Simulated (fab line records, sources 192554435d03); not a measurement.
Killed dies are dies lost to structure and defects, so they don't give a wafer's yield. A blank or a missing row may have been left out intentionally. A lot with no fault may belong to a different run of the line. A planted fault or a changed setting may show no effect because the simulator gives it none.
Struck lot and sound lot, side by side | flow n5 finfet | 15 steps out of a route of 1938
Sound: wafers L930.2, L930.3, L930.6. Struck: wafer L941.4 (left out: L941.1, a lot-mate that was not struck); the cause follows at the end.
Order at every step that has rows: each side's tool, ch and its chambers, its first start. Under that, the readings that differ: sound wafers | struck wafers | difference of the means | sigmas: that difference in standard deviations of wafers without a fault.
alike: readings whose means differ by less than 2 such deviations, and words and numbers that are the same on both sides. not compared: withheld readings, readings that some wafer has no value for, bounds like >300 that may hide the same value, and numbers for which the record gives no deviation and whose values overlap.
The two part at a step that has a row with sigmas, a row that says differs or no value, or rows on one side only. Numbers that don't overlap but have no deviation are shown without sigmas and don't part them. A reading missing from all wafers of one side parts the sides only when that side holds two or more wafers.

first, 8 steps without rows for these wafers: N5_BEOL_M14_COAT_58 (time 60 s, resist thk 89 nm); N5_BEOL_M14_COAT_04 (resist thk 800 nm); N5_BEOL_M14_EBR_06; N5_BEOL_M14_SOFTBAKE_05 (time 60 s); N5_BEOL_M14_EXPOSE_07 (exposes mask V13); N5_BEOL_M14_PEB_08 (peb time 90 s); N5_BEOL_M14_DEVELOP_09 (develop time 45 s); N5_BEOL_M14_HARDBAKE_14 (time 120 s).
N5_BEOL_M14_CD_MEAS_10 targets a cd of 250 nm.
  sound on cd sem-02 ch 0, day 11 16:55; struck on cd sem-02 ch 0, day 14 18:32
  alike: cd nm
N5_BEOL_M14_OVL_MEAS_11:
  sound on overlay-01 ch 0, day 11 16:57; struck on overlay-01 ch 0, day 14 18:34
  reading      | sound     | struck | difference | sigmas
  V13_OVL (nm) | -11 -4 -9 | 3      | +11        | +2
N5_BEOL_M14_INSPECT_12: inspects for defects (macro).
  sound on defect inspect-01, day 11 16:58; struck on defect inspect-01, day 14 18:35
  alike: raw defect count
N5_BEOL_M14_DESCUM_15: chemistry O2, time 7.9 s.
  sound on rie diel-04 ch 1,3, day 11 17:12; struck on rie diel-04 ch 2, day 14 19:08
  reading                | sound             | struck | difference | sigmas
  oes product au (a.u.)  | 0.75 0.75 0.75    | 0.97   | +0.22      | +2
  throttle valve pct (%) | 20.68 20.59 20.67 | 20.15  | -0.50      | -2
  alike: drypump motor current A, rf vpp V, showerhead plenum p Torr
  not compared: rf hours counter h
N5_BEOL_M14_ETCH_59: etches BARC in N2/H2, target depth 89 nm, overetch 26.7 nm, time 67.9 s.
  sound on rie diel-04 ch 1,3, day 11 17:14; struck on rie diel-04 ch 2, day 14 19:10
  reading                                    | sound           | struck | difference | sigmas
  oes product au (a.u.)                      | 0.62 0.64 0.63  | 0.88   | +0.25      | +3
  run length s (s)                           | 91.1 91.9 91.0  | 85.8   | -5.5       | -16
  throttle valve pct (%)                     | 18.5 17.5 18.5  | 17.4   | -0.8       | -2
  model.coat_of_BEOL_M14_COAT_04.thk nm (nm) | 718.8 716 716.2 | 721.2  | +4.2       |
  alike: drypump motor current A, n2 flow sccm, rf vpp V, showerhead plenum p Torr
  not compared: rf hours counter h
N5_BEOL_M14_VIA_ETCH_16: etches SiO2 in C4F8/O2/Ar, target depth 1231.3 nm.
  sound on rie diel-04 ch 1,3, day 11 17:17; struck on rie diel-04 ch 2, day 14 19:13
  reading               | sound          | struck | difference | sigmas
  oes_o_777_au (a.u.)   | 0.70 0.80 0.70 | 0.94   | +0.21      | +2
  oes product au (a.u.) | 0.67 0.69 0.66 | 0.86   | +0.19      | +2
  alike: drypump motor current A, he outer torr, rf vpp V, showerhead plenum p Torr, throttle valve pct
after that, 1 step had no rows for these wafers: N5_PASSIVATION_PROBE_49.

WHERE THEY PART
At N5_BEOL_M14_OVL_MEAS_11 first; at N5_BEOL_M14_VIA_ETCH_16 last (within this record only).

WHY: the cause the simulator had injected
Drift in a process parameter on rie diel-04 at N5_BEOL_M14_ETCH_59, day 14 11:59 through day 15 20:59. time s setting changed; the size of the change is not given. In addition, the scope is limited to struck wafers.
